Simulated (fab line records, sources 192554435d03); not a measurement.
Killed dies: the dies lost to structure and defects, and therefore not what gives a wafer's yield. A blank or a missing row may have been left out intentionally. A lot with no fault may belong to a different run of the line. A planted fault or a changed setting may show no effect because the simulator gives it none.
fab line records -- flow n5-finfet -- part 1 of 2: steps 1 to 4 of 6
[record] lots = 23, wafers = 69, last-day = 20
route steps=1938 shown BEOL_M10@1492 BEOL_M11@1573 BEOL_M12@1635 BEOL_M13@1707
lots with no fault: from the same line, run without faults
start-h: the number of hours between the record's first day and the start of the first shown wafer of the lot -- wait-h: hours since the lot's step before -- " same as the row above -- L1.1+2: a row that stands for several wafers -- - value missing, or start not given -- * or withheld: withheld -- < > ~ a bound
route shown NAME@n: NAME is a module with steps in the file, n the number in the route of the first one -- usual: the fault-free wafers' mean and standard deviation -- same: alike in all rows -- chamber/n: place in a boat -- sites: each site's reading -- _std_site: standard deviation across them -- _edge_site: outer sites' mean less inner sites' -- radius-mm: for every site, how far away it sits from the centre of the wafer -- mask NAME#n: copy n -- behind: the last tool/chamber to shape the wafer -- hold: why the lot was held/for how many hours/how that ended -- device: names the non-switching transistor (n, p or np) -- end of line: tests run on the same wafers once the route is complete -- a step without rows: its recipe alone -- killed: dies that structure and defects cost at the first sort, which is not the same as the wafer's yield -- map: per-die view of a wafer (x killed, . not killed, _ where there is no die)
set.NAME: the setting that was run; set.NAME@STEP: the one run at that earlier step -- model.NAME: the simulator's own value behind a step, which no gauge read
route steps across a sampled set of lots; one table per step, one row per wafer
services: from which hour (start-h, from the record's first day; less than 0 if before it) a tool's chamber was out of use, for how many hours, and why
[[steps]]
[step N5_BEOL_M10_STRIP_19]
[recipe] chemistry = O2, power-w = 400, temp-c = 40, pressure-mtorr = 30, rf-frequency-hz = 6e+07, bias-power-w = 0, overash-fraction = 0.2, o2-flow-sccm = 225
[usual] drypump-motor-current-A = 5.8/0.52, oes-product-au = 0.79/0.076, rf-vpp-V = 3.7/0.53, showerhead-plenum-p-Torr = 2.09/0.049, throttle-valve-pct = 16.72/0.26
lot.wafer,tool,chamber,start-h,wait-h,drypump-motor-current-A,oes-product-au,rf-hours-counter-h,rf-vpp-V,showerhead-plenum-p-Torr,throttle-valve-pct
L074.1,rie-diel-05,3,244.59,0.2,6.0,0.79,112,3.6,2.02,16.87
L074.3,rie-diel-05,0,244.59,0.2,5.7,0.80,95,3.4,2.21,16.76
L074.5,rie-diel-05,3,244.59,0.2,6.0,0.79,-,3.5,2.02,16.88
L079.1,rie-diel-01,1,249.23,0.1,5.7,0.74,197,4.8,2.09,16.95
L079.3,rie-diel-01,3,249.23,0.1,5.2,0.75,155,5.0,2.09,16.96
L079.5,rie-diel-01,1,249.23,0.1,5.7,0.74,-,3.6,2.09,16.96
L077.2,rie-diel-01,2,251.22,0.1,5.0,0.96,10,4.0,2.15,16.28
L077.5,rie-diel-01,0,251.22,0.1,6.5,0.83,-,4.2,2.04,16.60
L077.6,rie-diel-01,1,251.22,0.1,5.6,0.74,-,3.5,2.09,16.96
L076.1,rie-diel-04,3,251.73,0.1,5.5,0.88,44,3.4,2.13,16.51
L076.2,rie-diel-04,1,251.73,0.1,6.2,0.92,14,4.0,2.05,16.40
L076.4,rie-diel-04,2,251.73,0.1,5.5,0.68,208,4.3,2.07,17.01
L075.2,rie-diel-01,3,255.60,0.1,5.2,0.73,157,4.2,2.09,16.98
L075.3,rie-diel-01,0,255.60,0.1,6.5,0.83,82,3.6,2.04,16.62
L075.6,rie-diel-01,0,255.60,0.1,6.5,0.83,-,3.1,2.04,16.60
L078.1,rie-diel-01,2,263.78,0.1,5.0,0.94,14,3.6,2.15,16.29
L078.4,rie-diel-01,3,263.78,0.1,5.2,0.73,160,4.8,2.09,17.00
L078.6,rie-diel-01,0,263.78,0.1,6.5,0.82,-,2.8,2.03,16.62
L080.1,rie-diel-04,2,277.03,0.2,5.5,0.69,215,3.6,2.07,17.00
L080.3,rie-diel-04,3,277.03,0.2,5.5,0.87,53,2.8,2.12,16.52
L080.5,rie-diel-04,1,277.03,0.2,6.2,0.90,-,3.2,2.04,16.40
L081.2,rie-diel-01,2,279.11,0.1,5.0,0.92,20,4.7,2.14,16.30
L081.5,rie-diel-01,3,279.11,0.1,5.2,0.73,-,3.9,2.09,17.01
L081.6,rie-diel-01,2,279.11,0.1,4.9,0.93,-,3.0,2.14,16.30
L082.2,rie-diel-01,3,300.58,0.1,5.2,0.72,173,3.8,2.09,17.02
L082.3,rie-diel-01,0,300.58,0.1,6.5,0.81,97,3.0,2.03,16.64
L082.5,rie-diel-01,1,300.58,0.1,5.6,0.73,-,4.3,2.09,17.00
L085.2,rie-diel-05,3,303.72,0.1,6.0,0.78,132,3.5,2.02,16.91
L085.3,rie-diel-05,2,303.72,0.1,6.0,0.70,236,3.1,2.16,17.10
L085.4,rie-diel-05,1,303.72,0.1,6.6,0.74,179,2.8,2.09,16.60
L084.2,rie-diel-01,2,336.74,0.1,5.0,0.90,39,4.1,2.14,16.34
L084.4,rie-diel-01,0,336.74,0.1,6.5,0.80,109,3.8,2.03,16.66
L084.5,rie-diel-01,2,336.74,0.1,5.0,0.90,-,3.3,2.14,16.33
L086.2,rie-diel-05,3,342.04,0.1,6.0,0.76,144,4.0,2.01,16.95
L086.3,rie-diel-05,1,342.04,0.1,6.6,0.74,191,4.4,2.08,16.63
L086.4,rie-diel-05,2,342.04,0.1,6.0,0.70,246,3.3,2.15,17.10
L089.2,rie-diel-05,1,348.47,0.1,6.6,0.73,192,3.3,2.08,16.64
L089.3,rie-diel-05,0,348.47,0.1,5.7,0.76,128,4.0,2.19,16.84
L089.5,rie-diel-05,0,348.47,0.1,5.7,0.77,-,4.0,2.19,16.84
L083.3,rie-diel-04,3,351.64,0.1,5.5,0.83,77,3.7,2.12,16.53
L083.4,rie-diel-04,0,351.64,0.1,6.2,0.84,48,3.6,2.13,16.48
L083.5,rie-diel-04,3,351.64,0.1,5.5,0.84,-,3.9,2.12,16.56
L088.1,rie-diel-01,1,355.60,0.1,5.6,0.71,231,4.4,2.08,17.01
L088.2,rie-diel-01,3,355.60,0.1,5.2,0.71,191,2.4,2.08,17.07
L088.4,rie-diel-01,0,355.60,0.1,6.5,0.80,115,2.9,2.02,16.67
L087.1,rie-diel-05,0,357.33,0.1,5.7,0.76,132,3.3,2.19,16.87
L087.4,rie-diel-05,1,357.33,0.1,6.6,0.72,-,4.5,2.08,16.65
L087.6,rie-diel-05,3,357.33,0.1,6.0,0.75,-,3.5,2.01,16.95
L090.2,rie-diel-01,2,362.82,0.1,5.0,0.88,47,3.9,2.14,16.33
L090.3,rie-diel-01,1,362.82,0.1,5.6,0.71,233,3.2,2.08,17.01
L090.6,rie-diel-01,0,362.82,0.1,6.5,0.79,-,4.0,2.02,16.68
L093.3,rie-diel-01,1,379.52,0.1,5.6,0.69,240,3.0,2.08,17.04
L093.4,rie-diel-01,0,379.52,0.1,6.5,0.78,124,3.3,2.02,16.68
L093.5,rie-diel-01,1,379.52,0.1,5.7,0.70,-,3.6,2.08,17.05
L092.1,rie-diel-04,2,385.13,0.1,5.5,0.66,245,4.0,2.06,17.05
L092.2,rie-diel-04,1,385.13,0.1,6.2,0.86,55,3.7,2.03,16.49
L092.6,rie-diel-04,2,385.13,0.1,5.5,0.66,-,3.7,2.06,17.05
L094.1,rie-diel-04,0,391.07,0.1,6.2,0.83,60,3.7,2.13,16.51
L094.2,rie-diel-04,2,391.07,0.1,5.5,0.67,247,3.4,2.06,17.05
L094.3,rie-diel-04,3,391.07,0.1,5.5,0.82,89,3.4,2.11,16.59
L097.1,rie-diel-04,2,400.06,0.1,5.5,0.66,249,3.8,2.06,17.06
L097.2,rie-diel-04,1,400.06,0.1,6.2,0.84,59,4.0,2.03,16.48
L097.5,rie-diel-04,1,400.06,0.1,6.2,0.85,-,3.5,2.03,16.48
L095.4,rie-diel-04,3,400.49,0.1,5.5,0.82,92,4.3,2.11,16.58
L095.5,rie-diel-04,1,400.49,0.1,6.3,0.85,-,3.7,2.03,16.46
L095.6,rie-diel-04,0,400.49,0.1,6.2,0.82,-,3.8,2.12,16.51
L096.2,rie-diel-01,2,413.59,0.1,5.0,0.85,66,3.6,2.13,16.39
L096.3,rie-diel-01,0,413.59,0.1,6.5,0.77,137,3.2,2.02,16.71
L096.6,rie-diel-01,0,413.59,0.1,6.5,0.77,-,3.2,2.02,16.71
[step N5_BEOL_M10_DEGAS_44]
[recipe] ambient = vacuum, temp-c = 250, time-s = 60
[usual] heater-power-w = 353/38, susceptor-temp-C = 250.00/0.19
lot.wafer,tool,chamber,start-h,wait-h,heater-power-w,susceptor-temp-C
L074.1,pvd-sputter-03,-,246.53,0.4,299,249.82
L074.3,pvd-sputter-03,-,246.53,0.4,325,249.82
L074.5,pvd-sputter-03,-,246.53,0.4,311,249.79
L079.1,pvd-sputter-03,-,253.70,2.2,308,250.02
L079.3,pvd-sputter-03,-,253.70,2.2,324,250.06
L079.5,pvd-sputter-03,-,253.70,2.2,311,249.90
L077.2,pvd-sputter-01,-,255.89,0.3,316,249.90
L077.5,pvd-sputter-01,-,255.89,0.3,308,249.93
L077.6,pvd-sputter-01,-,255.89,0.3,324,250.19
L076.1,pvd-sputter-03,-,256.65,0.3,324,250.19
L076.2,pvd-sputter-03,-,256.65,0.3,333,249.76
L076.4,pvd-sputter-03,-,256.65,0.3,313,249.65
L075.2,pvd-sputter-01,-,259.07,0.3,322,250.26
L075.3,pvd-sputter-01,-,259.07,0.3,396,249.79
L075.6,pvd-sputter-01,-,259.07,0.3,319,250.01
L078.1,pvd-sputter-03,-,268.66,0.6,325,249.86
L078.4,pvd-sputter-03,-,268.66,0.6,407,249.69
L078.6,pvd-sputter-03,-,268.66,0.6,337,249.94
L080.1,pvd-sputter-03,-,278.74,0.3,325,250.09
L080.3,pvd-sputter-03,-,278.74,0.3,420,249.90
L080.5,pvd-sputter-03,-,278.74,0.3,320,250.32
L081.2,pvd-sputter-02,-,282.78,0.3,364,249.84
L081.5,pvd-sputter-02,-,282.78,0.3,411,250.14
L081.6,pvd-sputter-02,-,282.78,0.3,387,249.62
L082.2,pvd-sputter-01,-,303.27,0.4,398,250.05
L082.3,pvd-sputter-01,-,303.27,0.4,352,249.77
L082.5,pvd-sputter-01,-,303.27,0.4,392,249.98
L085.2,pvd-sputter-02,-,308.27,0.6,366,250.00
L085.3,pvd-sputter-02,-,308.27,0.6,405,249.80
L085.4,pvd-sputter-02,-,308.27,0.6,389,249.74
L084.2,pvd-sputter-02,-,341.47,0.7,385,249.92
L084.4,pvd-sputter-02,-,341.47,0.7,362,250.11
L084.5,pvd-sputter-02,-,341.47,0.7,417,250.19
L086.2,pvd-sputter-01,-,344.16,0.3,324,250.20
L086.3,pvd-sputter-01,-,344.16,0.3,342,249.66
L086.4,pvd-sputter-01,-,344.16,0.3,308,250.45
L089.2,pvd-sputter-02,-,350.97,0.2,365,249.89
L089.3,pvd-sputter-02,-,350.97,0.2,384,250.12
L089.5,pvd-sputter-02,-,350.97,0.2,357,250.25
L083.3,pvd-sputter-01,-,354.51,0.4,395,249.87
L083.4,pvd-sputter-01,-,354.51,0.4,312,249.63
L083.5,pvd-sputter-01,-,354.51,0.4,309,249.91
L088.1,pvd-sputter-01,-,357.35,0.3,347,250.20
L088.2,pvd-sputter-01,-,357.35,0.3,312,250.23
L088.4,pvd-sputter-01,-,357.35,0.3,308,250.19
L087.1,pvd-sputter-02,-,361.88,0.4,386,249.92
L087.4,pvd-sputter-02,-,361.88,0.4,363,250.10
L087.6,pvd-sputter-02,-,361.88,0.4,394,250.18
L090.2,pvd-sputter-01,-,366.25,0.3,308,250.18
L090.3,pvd-sputter-01,-,366.25,0.3,395,250.00
L090.6,pvd-sputter-01,-,366.25,0.3,300,250.44
L093.3,pvd-sputter-03,-,384.68,0.2,328,250.17
L093.4,pvd-sputter-03,-,384.68,0.2,409,249.92
L093.5,pvd-sputter-03,-,384.68,0.2,402,249.87
L092.1,pvd-sputter-01,-,386.94,0.4,397,250.07
L092.2,pvd-sputter-01,-,386.94,0.4,343,250.24
L092.6,pvd-sputter-01,-,386.94,0.4,398,250.31
L094.1,pvd-sputter-01,-,392.93,0.6,347,250.11
L094.2,pvd-sputter-01,-,392.93,0.6,323,249.89
L094.3,pvd-sputter-01,-,392.93,0.6,402,249.72
L097.1,pvd-sputter-03,-,402.43,0.4,329,250.21
L097.2,pvd-sputter-03,-,402.43,0.4,403,250.35
L097.5,pvd-sputter-03,-,402.43,0.4,299,249.89
L095.4,pvd-sputter-02,-,402.97,0.3,409,249.96
L095.5,pvd-sputter-02,-,402.97,0.3,369,249.93
L095.6,pvd-sputter-02,-,402.97,0.3,367,249.96
L096.2,pvd-sputter-01,-,419.84,1.0,329,249.84
L096.3,pvd-sputter-01,-,419.84,1.0,311,249.89
L096.6,pvd-sputter-01,-,419.84,1.0,323,249.79
[step N5_BEOL_M11_ETCH_66]
[recipe] chemistry = N2/H2, target = SOC, target-depth-a = 1200, overetch-a = 240, mask-material = SiARC, temp-c = 40, time-s = 180, ion-energy-ev = 200, pressure-mtorr = 30, source-w = 840, bias-w = 150, n2-flow-sccm = 200, h2-flow-sccm = 200
[usual] bias-w = 150.1/0.46, drypump-motor-current-A = 5.7/0.47, oes-product-au = 0.66/0.065, rf-vpp-V = 524.1/2.7, showerhead-plenum-p-Torr = 2.55/0.097, throttle-valve-pct = 17.78/0.19
lot.wafer,tool,chamber,start-h,wait-h,bias-w,drypump-motor-current-A,oes-product-au,rf-hours-counter-h,rf-vpp-V,showerhead-plenum-p-Torr,throttle-valve-pct
L074.1,rie-diel-02,2,254.87,0.0,150.6,6.1,0.59,188,526.8,2.62,17.83
L074.3,rie-diel-02,3,254.87,0.0,150.8,5.8,0.61,115,520.7,2.46,18.17
L074.5,rie-diel-02,3,254.87,0.0,150.1,5.8,0.61,-,521.8,2.46,18.16
L079.1,rie-diel-02,0,259.28,0.0,150.5,5.6,0.70,47,522.0,2.48,17.64
L079.3,rie-diel-02,2,259.28,0.0,150.2,6.0,0.59,189,526.9,2.62,17.87
L079.5,rie-diel-02,0,259.28,0.0,150.3,5.6,0.71,-,523.5,2.48,17.65
L077.2,rie-diel-02,3,261.42,0.0,149.6,5.8,0.62,118,521.4,2.46,18.15
L077.5,rie-diel-02,1,261.42,0.0,149.4,6.3,0.71,-,524.8,2.59,17.64
L077.6,rie-diel-02,0,261.42,0.0,149.8,5.6,0.71,-,522.5,2.48,17.65
L076.1,rie-diel-06,3,261.59,0.0,150.0,5.5,0.56,223,522.8,2.52,18.13
L076.2,rie-diel-06,0,261.59,0.0,150.8,5.2,0.72,32,522.6,2.48,17.57
L076.4,rie-diel-06,1,261.59,0.0,150.3,5.6,0.56,233,526.3,2.62,18.27
L075.2,rie-diel-03,0,267.81,0.0,149.7,4.7,0.65,70,520.0,2.47,17.57
L075.3,rie-diel-03,3,267.81,0.0,150.3,5.5,0.71,43,528.8,2.70,17.63
L075.6,rie-diel-03,3,267.81,0.0,149.8,5.5,0.70,-,528.7,2.70,17.63
L078.1,rie-diel-02,0,275.32,0.0,150.7,5.6,0.70,52,522.1,2.47,17.64
L078.4,rie-diel-02,2,275.32,0.0,150.4,6.0,0.58,194,525.3,2.62,17.86
L078.6,rie-diel-02,3,275.32,0.0,150.4,5.8,0.61,-,520.8,2.46,18.17
L080.1,rie-diel-02,0,284.79,0.0,149.6,5.7,0.70,55,521.7,2.47,17.67
L080.3,rie-diel-02,2,284.79,0.0,149.5,6.0,0.58,197,526.2,2.62,17.85
L080.5,rie-diel-02,3,284.79,0.0,150.0,5.8,0.61,-,521.6,2.46,18.16
L081.2,rie-diel-03,2,289.15,0.0,150.0,5.3,0.74,20,528.2,2.70,17.69
L081.5,rie-diel-03,3,289.15,0.0,150.0,5.5,0.69,-,525.9,2.70,17.65
L081.6,rie-diel-03,0,289.15,0.0,150.5,4.7,0.65,-,521.2,2.47,17.59
L082.2,rie-diel-02,0,312.38,0.0,150.3,5.6,0.69,62,519.8,2.47,17.66
L082.3,rie-diel-02,3,312.38,0.0,149.7,5.8,0.61,132,521.7,2.45,18.19
L082.5,rie-diel-02,2,312.38,0.0,150.6,6.0,0.58,-,526.0,2.62,17.89
L085.2,rie-diel-03,3,315.74,0.0,149.4,5.5,0.69,59,527.3,2.69,17.65
L085.3,rie-diel-03,2,315.74,0.0,149.2,5.3,0.73,26,529.3,2.70,17.71
L085.4,rie-diel-03,0,315.74,0.0,150.9,4.8,0.64,86,521.9,2.47,17.61
L084.2,rie-diel-03,1,346.84,0.0,150.6,6.0,0.77,11,525.4,2.60,17.69
L084.4,rie-diel-03,2,346.84,0.0,150.2,5.3,0.73,34,528.2,2.70,17.71
L084.5,rie-diel-03,1,346.84,0.0,150.4,6.0,0.76,-,526.5,2.60,17.67
L086.2,rie-diel-03,2,349.75,0.0,149.9,5.3,0.72,34,527.5,2.70,17.73
L086.3,rie-diel-03,1,349.75,0.0,150.4,6.1,0.76,12,524.7,2.60,17.70
L086.4,rie-diel-03,0,349.75,0.0,149.4,4.8,0.63,94,522.3,2.46,17.62
L089.2,rie-diel-03,1,356.08,0.0,150.2,6.0,0.76,13,525.3,2.60,17.68
L089.3,rie-diel-03,2,356.08,0.0,150.0,5.3,0.71,36,527.9,2.70,17.71
L089.5,rie-diel-03,2,356.08,0.0,150.2,5.3,0.72,-,527.4,2.70,17.71
L083.3,rie-diel-02,1,360.86,0.0,150.0,6.3,0.68,62,524.2,2.57,17.67
L083.4,rie-diel-02,2,360.86,0.0,149.7,6.0,0.57,218,527.6,2.61,17.92
L083.5,rie-diel-02,1,360.86,0.0,149.4,6.3,0.68,-,525.4,2.57,17.70
L088.1,rie-diel-02,3,365.28,0.0,149.8,5.8,0.60,146,520.5,2.45,18.20
L088.2,rie-diel-02,1,365.28,0.0,149.7,6.3,0.68,64,525.3,2.57,17.69
L088.4,rie-diel-02,2,365.28,0.0,149.6,6.1,0.57,219,526.0,2.61,17.90
L087.1,rie-diel-03,2,367.69,0.0,149.4,5.3,0.71,39,528.0,2.70,17.72
L087.4,rie-diel-03,3,367.69,0.0,149.6,5.5,0.67,71,528.4,2.69,17.67
L087.6,rie-diel-03,1,367.69,0.0,150.8,6.0,0.75,-,525.3,2.60,17.69
L090.2,rie-diel-03,2,372.39,0.0,150.0,5.3,0.72,40,527.9,2.70,17.73
L090.3,rie-diel-03,1,372.39,0.0,149.6,6.1,0.76,17,526.2,2.60,17.69
L090.6,rie-diel-03,0,372.39,0.0,150.3,4.8,0.62,-,520.9,2.46,17.62
L093.3,rie-diel-02,2,391.73,0.0,150.4,6.0,0.56,227,526.0,2.61,17.91
L093.4,rie-diel-02,3,391.73,0.0,150.8,5.8,0.59,155,522.2,2.44,18.22
L093.5,rie-diel-02,2,391.73,0.0,149.7,6.0,0.56,-,524.8,2.61,17.92
L092.1,rie-diel-03,2,394.81,0.0,150.0,5.3,0.71,48,526.2,2.69,17.74
L092.2,rie-diel-03,0,394.81,0.0,150.3,4.8,0.62,109,522.7,2.46,17.65
L092.6,rie-diel-03,3,394.81,0.0,150.3,5.5,0.66,-,528.0,2.69,17.70
L094.1,rie-diel-06,2,401.91,0.0,150.0,6.5,0.57,215,521.6,2.41,17.68
L094.2,rie-diel-06,1,401.91,0.0,149.5,5.6,0.80,1,525.2,2.61,17.84
L094.3,rie-diel-06,0,401.91,0.0,150.6,5.2,0.68,68,522.1,2.47,17.63
L097.1,rie-diel-06,0,408.63,0.0,149.8,5.2,0.68,71,521.6,2.47,17.63
L097.2,rie-diel-06,2,408.63,0.0,149.3,6.5,0.57,218,520.8,2.41,17.69
L097.5,rie-diel-06,1,408.63,0.0,149.6,5.6,0.78,-,525.0,2.61,17.86
L095.4,rie-diel-02,1,411.85,0.0,149.9,6.3,0.67,79,524.3,2.57,17.71
L095.5,rie-diel-02,1,411.85,0.0,149.7,6.3,0.67,-,523.8,2.57,17.72
L095.6,rie-diel-02,2,411.85,0.0,149.8,6.0,0.55,-,525.6,2.60,17.93
L096.2,rie-diel-02,0,426.85,0.0,150.7,5.6,0.66,97,520.6,2.45,17.73
L096.3,rie-diel-02,2,426.85,0.0,150.0,6.0,0.56,239,525.5,2.60,17.94
L096.6,rie-diel-02,0,426.85,0.0,150.5,5.7,0.67,-,521.8,2.46,17.73
[step N5_BEOL_M11_DEGAS_44]
[recipe] ambient = vacuum, temp-c = 250, time-s = 60
[usual] heater-power-w = 357/40, susceptor-temp-C = 249.98/0.19
lot.wafer,tool,chamber,start-h,wait-h,heater-power-w,susceptor-temp-C
L074.1,pvd-sputter-01,-,255.81,0.3,321,250.33
L074.3,pvd-sputter-01,-,255.81,0.3,407,250.11
L074.5,pvd-sputter-01,-,255.81,0.3,324,250.32
L079.1,pvd-sputter-03,-,260.74,0.8,321,249.90
L079.3,pvd-sputter-03,-,260.74,0.8,415,250.11
L079.5,pvd-sputter-03,-,260.74,0.8,308,250.19
L077.2,pvd-sputter-01,-,262.46,0.3,348,250.03
L077.5,pvd-sputter-01,-,262.46,0.3,323,250.14
L077.6,pvd-sputter-01,-,262.46,0.3,396,250.05
L076.1,pvd-sputter-01,-,262.54,0.3,340,250.31
L076.2,pvd-sputter-01,-,262.54,0.3,400,249.92
L076.4,pvd-sputter-01,-,262.54,0.3,305,250.01
L075.2,pvd-sputter-01,-,268.77,0.2,311,249.90
L075.3,pvd-sputter-01,-,268.77,0.2,356,249.97
L075.6,pvd-sputter-01,-,268.77,0.2,306,249.98
L078.1,pvd-sputter-03,-,276.24,0.3,317,250.02
L078.4,pvd-sputter-03,-,276.24,0.3,419,249.96
L078.6,pvd-sputter-03,-,276.24,0.3,318,250.10
L080.1,pvd-sputter-01,-,286.35,0.9,324,250.13
L080.3,pvd-sputter-01,-,286.35,0.9,348,249.82
L080.5,pvd-sputter-01,-,286.35,0.9,411,249.78
L081.2,pvd-sputter-02,-,290.25,0.4,360,250.07
L081.5,pvd-sputter-02,-,290.25,0.4,387,249.99
L081.6,pvd-sputter-02,-,290.25,0.4,406,249.83
L082.2,pvd-sputter-03,-,313.37,0.3,307,249.99
L082.3,pvd-sputter-03,-,313.37,0.3,335,249.76
L082.5,pvd-sputter-03,-,313.37,0.3,303,249.83
L085.2,pvd-sputter-01,-,316.67,0.2,300,249.96
L085.3,pvd-sputter-01,-,316.67,0.2,343,249.88
L085.4,pvd-sputter-01,-,316.67,0.2,326,249.93
L084.2,pvd-sputter-01,-,348.24,0.6,402,249.98
L084.4,pvd-sputter-01,-,348.24,0.6,319,250.11
L084.5,pvd-sputter-01,-,348.24,0.6,309,249.85
L086.2,pvd-sputter-02,-,350.72,0.3,358,249.66
L086.3,pvd-sputter-02,-,350.72,0.3,374,249.92
L086.4,pvd-sputter-02,-,350.72,0.3,411,250.27
L089.2,pvd-sputter-02,-,357.02,0.2,366,250.32
L089.3,pvd-sputter-02,-,357.02,0.2,394,250.10
L089.5,pvd-sputter-02,-,357.02,0.2,418,249.97
L083.3,pvd-sputter-02,-,361.80,0.2,385,249.85
L083.4,pvd-sputter-02,-,361.80,0.2,376,249.65
L083.5,pvd-sputter-02,-,361.80,0.2,377,249.84
L088.1,pvd-sputter-03,-,366.51,0.5,316,250.08
L088.2,pvd-sputter-03,-,366.51,0.5,410,249.98
L088.4,pvd-sputter-03,-,366.51,0.5,304,249.88
L087.1,pvd-sputter-02,-,369.42,1.1,360,250.14
L087.4,pvd-sputter-02,-,369.42,1.1,385,249.75
L087.6,pvd-sputter-02,-,369.42,1.1,427,250.22
L090.2,pvd-sputter-01,-,373.88,0.7,392,249.97
L090.3,pvd-sputter-01,-,373.88,0.7,344,250.07
L090.6,pvd-sputter-01,-,373.88,0.7,394,249.86
L093.3,pvd-sputter-02,-,392.96,0.3,399,250.31
L093.4,pvd-sputter-02,-,392.96,0.3,405,249.81
L093.5,pvd-sputter-02,-,392.96,0.3,418,249.78
L092.1,pvd-sputter-02,-,396.43,0.8,389,249.81
L092.2,pvd-sputter-02,-,396.43,0.8,370,250.21
L092.6,pvd-sputter-02,-,396.43,0.8,357,249.77
L094.1,pvd-sputter-01,-,403.00,0.4,410,250.18
L094.2,pvd-sputter-01,-,403.00,0.4,324,249.98
L094.3,pvd-sputter-01,-,403.00,0.4,305,250.00
L097.1,pvd-sputter-02,-,410.05,0.7,365,250.22
L097.2,pvd-sputter-02,-,410.05,0.7,369,250.34
L097.5,pvd-sputter-02,-,410.05,0.7,409,250.17
L095.4,pvd-sputter-02,-,412.89,0.2,368,250.18
L095.5,pvd-sputter-02,-,412.89,0.2,413,249.93
L095.6,pvd-sputter-02,-,412.89,0.2,397,249.93
L096.2,pvd-sputter-03,-,428.36,0.8,301,249.91
L096.3,pvd-sputter-03,-,428.36,0.8,327,250.05
L096.6,pvd-sputter-03,-,428.36,0.8,295,249.81
